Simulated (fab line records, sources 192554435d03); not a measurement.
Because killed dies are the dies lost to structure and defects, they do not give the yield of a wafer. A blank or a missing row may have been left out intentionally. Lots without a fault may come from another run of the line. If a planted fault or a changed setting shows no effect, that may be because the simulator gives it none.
Matching of chambers -- flow n5_finfet -- 4 sister chambers for N5_BEOL_M7_STRIP_19 on rie_diel-01
The step strips in O2. 27 wafers are shown with their chamber, then 12 later ones without.

## WAFERS, EACH WITH ITS CHAMBER
wafer,chamber,drypump_motor_current_A (A),showerhead_plenum_p_Torr (Torr),throttle_valve_pct (%)
L075.2,0,5.1,2.03,16.48
L075.4,3,6.2,2.21,16.53
L075.5,3,6.2,2.21,16.49
L074.1,3,6.2,2.21,16.56
L074.3,0,5.1,2.02,16.50
L074.5,3,6.2,2.21,16.55
L076.1,2,5.6,2.17,16.72
L076.2,1,5.9,2.06,17.27
L076.3,0,5.1,2.02,16.52
L079.2,3,6.2,2.21,16.56
L079.3,2,5.6,2.17,16.72
L079.5,0,5.1,2.02,16.51
L082.1,0,5.1,2.02,16.55
L082.3,3,6.2,2.20,16.56
L082.6,2,5.7,2.17,16.73
L083.3,0,5.1,2.02,16.52
L083.4,2,5.6,2.17,16.74
L083.6,2,5.6,2.17,16.73
L084.1,2,5.6,2.17,16.72
L084.5,0,5.1,2.02,16.52
L084.6,3,6.2,2.20,16.59
L085.1,2,5.7,2.16,16.73
L085.4,1,6.0,2.05,16.85
L085.6,3,6.2,2.20,16.58
L088.1,0,5.1,2.02,16.55
L088.2,3,6.2,2.20,16.57
L088.4,2,5.6,2.16,16.75

SIGNATURES, as means of the wafers listed above
reading,chamber 0,chamber 1,chamber 2,chamber 3,scatter within a chamber
drypump_motor_current_A,5.100,5.950,5.625,6.200,0.0295
showerhead_plenum_p_Torr,2.0213,2.0550,2.1675,2.2056,0.00471
throttle_valve_pct,16.5188,17.0600,16.7300,16.5544,0.0659
Rule: distance of a wafer from a chamber = root of the sum over the readings of ((wafer's reading minus chamber's mean) / reading's scatter) squared. The wafer belongs to the nearest chamber; if the next one is less than 2 further off, it can't be placed. The scatter: take each reading less its chamber's mean, square it, sum over the shown wafers, divide by the number of wafers less the number of chambers, and take the root.

## WAFERS WITH NO CHAMBER GIVEN
wafer,drypump_motor_current_A (A),showerhead_plenum_p_Torr (Torr),throttle_valve_pct (%)
L092.1,5.6,2.16,16.77
L092.2,5.1,2.01,16.59
L092.4,6.2,2.20,16.60
L094.4,6.2,2.20,16.60
L094.5,5.1,2.01,16.57
L094.6,6.0,2.05,16.88
L093.1,5.1,2.01,16.58
L093.4,5.9,2.05,16.88
L093.5,5.6,2.16,16.77
L097.1,5.6,2.16,16.76
L097.2,6.2,2.20,16.63
L097.6,5.6,2.16,16.76

## THE CHAMBER EACH PASSED THROUGH
wafer,from the rows above,in truth
L092.1,2,2
L092.2,0,0
L092.4,3,3
L094.4,3,3
L094.5,0,0
L094.6,1,1
L093.1,0,0
L093.4,1,1
L093.5,2,2
L097.1,2,2
L097.2,3,3
L097.6,2,2
Placed correctly: 12 of 12. From these rows, 0 cannot be placed. 0 placed wrongly.
